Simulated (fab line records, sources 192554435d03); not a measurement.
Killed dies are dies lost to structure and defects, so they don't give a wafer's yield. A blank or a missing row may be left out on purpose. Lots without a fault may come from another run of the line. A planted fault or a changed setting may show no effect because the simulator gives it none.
A struck lot beside a sound one | flow n5_finfet | 17 steps out of a route of 1938
Sound: wafers L417.1, L417.2, L417.5. Struck: wafers L410.1, L410.3, L410.5. The cause comes at the end.
At each step with rows: each side's tool, then ch and its chambers, then its first start. Under that, the readings that differ: sound wafers | struck wafers | difference of the means | sigmas: that difference in standard deviations of wafers without a fault.
alike: readings whose means differ by less than 2 such deviations, and words and numbers that are the same on both sides. not compared: withheld readings, readings that some wafer has no value for, bounds like >300 that may hide the same value, and numbers for which the record gives no deviation and whose values overlap.
The two part at a step that has a row with sigmas, a row that says differs or no value, or rows on one side only. Numbers that don't overlap but have no deviation are shown without sigmas and don't part them. A reading that every wafer of one side lacks parts them only if that side has two wafers or more.

N5_GATE_CUT_CUT_ETCH_55: etches HfO2 in BCl3, target depth 3.2 nm.
  sound on rie_metal-02 ch 0,1, day 8 13:34; struck on rie_metal-03 ch 0,1, day 6 17:53
  alike: drypump_motor_current_A, oes_product_au, throttle_valve_pct
  not compared: rf_hours_counter_h
then, 1 step without rows for these wafers: N5_GATE_CUT_ETCH_47 (etches SiO2 in Cl2/BCl3, target depth 10 nm).
N5_GATE_CUT_VAPOR_ETCH_48: etches TiN in BCl3/Cl2.
  sound on rie_metal-02 ch 0,1, day 8 13:38; struck on rie_metal-03 ch 0,1, day 6 17:57
  alike: drypump_motor_current_A, oes_product_au
then, 1 step without rows for these wafers: N5_GATE_CUT_VAPOR_ETCH_49 (etches TiAlC in BCl3/Cl2).
N5_GATE_CUT_VAPOR_ETCH_51: etches HfO2 in BCl3/Cl2.
  sound on rie_metal-02 ch 0,1, day 8 13:41; struck on rie_metal-03 ch 0,1, day 6 18:01
  alike: drypump_motor_current_A, oes_product_au
N5_GATE_CUT_STRIP_21: strips in N2/H2, time 30 s.
  sound on plasma_asher-01 ch 0,1, day 8 13:47; struck on plasma_asher-02 ch 0,1, day 6 18:04
  alike: drypump_motor_current_A, heater_power_w
  not compared: rf_hours_counter_h
then, 4 steps without rows for these wafers: N5_GATE_CUT_STRIP_29 (strips in post etch residue remover, time 60 s); N5_GATE_CUT_SRD_52 (time 30 s); N5_GATE_CUT_ALD_22 (deposits SiNx, target thk 16 nm, pulse time 1 s, ald cycles 320); N5_GATE_CUT_CMP_23 (polishes, stops on SiO2, t overpolish 23.4 s, target thk 16 nm).
N5_GATE_CUT_THK_MEAS_24:
  sound on film_metro-02, day 8 15:44; struck on film_metro-01, day 6 20:00
  alike: GC_FILL_THK
N5_GATE_CUT_CMP_43: polishes SiO2.
  sound on cmp-01 ch 1,2, day 8 15:45; struck on cmp-03 ch 0,1,3, day 6 20:02
  reading             | sound          | struck         | difference | sigmas
  motor_current_A (A) | 10.3 11.0 10.6 | 11.9 13.5 12.5 | +2.0       | +2
N5_GATE_CUT_CMP_61: polishes, stops on SiNx, t overpolish 3 s.
  sound on cmp-01 ch 1,2, day 8 16:14; struck on cmp-03 ch 0,1,3, day 6 20:31
  alike: head_pressure_psi, motor_current_A
N5_GATE_CUT_INSPECT_26: inspects for defects (darkfield).
  sound on defect_inspect-02, day 8 16:28; struck on defect_inspect-02, day 6 20:44
  reading          | sound    | struck         | difference | sigmas
  raw_defect_count | 25 25 22 | 1100 1055 1127 | +1070      | +76
then, 1 step without rows for these wafers: N5_MOL_CONTACT_COAG_COAT_103 (time 60 s, resist thk 80 nm).
-- the record jumps here: 3 days lie between the struck wafers' starts before and after (it left off in module MOL_CONTACT_COAG and takes up again in module BEOL_M4, whose first step shown is number 1111 of the route) --
N5_BEOL_M4_RC_MEAS_101:
  sound on prober-01 ch 0, day 12 05:53; struck on prober-01 ch 0, day 10 02:05
  alike: DIBL_N, DIBL_P, IOFF_N, IOFF_P, ION_N, ION_P, SS_N, SS_P, VT_N, VT_P
-- the record jumps here: 4 days lie between the struck wafers' starts before and after (it left off in module BEOL_M4 and takes up again in module PASSIVATION, whose first step shown is number 1936 of the route) --
N5_PASSIVATION_PROBE_49:
  sound on prober-02, day 17 06:11; struck on prober-01, day 14 03:50
  reading                  | sound          | struck         | difference | sigmas
  defect_limited_yield (%) | 92.2 92.3 90.8 | 40.0 35.9 37.4 | -54.0      | -36
  killed_at_front_end      | 39 24 44       | 658 699 693    | +648       | +59
  killed_dies              | 92 91 108      | 708 756 739    | +637       | +35
  killed_on_rim            | 10 12 10       | 97 101 93      | +86        | +23
  sort_bin_5_function (%)  | 4.3 4.7 5.5    | 39.2 42.0 41.8 | +36.2      | +39
  sort_bin_6_memory (%)    | 2.5 2.8 2.9    | 16.0 18.0 15.4 | +13.7      | +18
  sort_n_pass              | 1088 1089 1072 | 472 424 441    | -637       | -35
  sort_yield_pct (%)       | 92.2 92.3 90.8 | 40.0 35.9 37.4 | -54.0      | -36
  alike: killed_at_M0_to_M3, killed_at_M4_up, killed_at_contacts, killed_at_other, killed_open, killed_short, sort_bin_8_speed

WHERE THEY PART
First at N5_GATE_CUT_CMP_43; last, within this record, at N5_PASSIVATION_PROBE_49.

WHY: what the simulator had put in
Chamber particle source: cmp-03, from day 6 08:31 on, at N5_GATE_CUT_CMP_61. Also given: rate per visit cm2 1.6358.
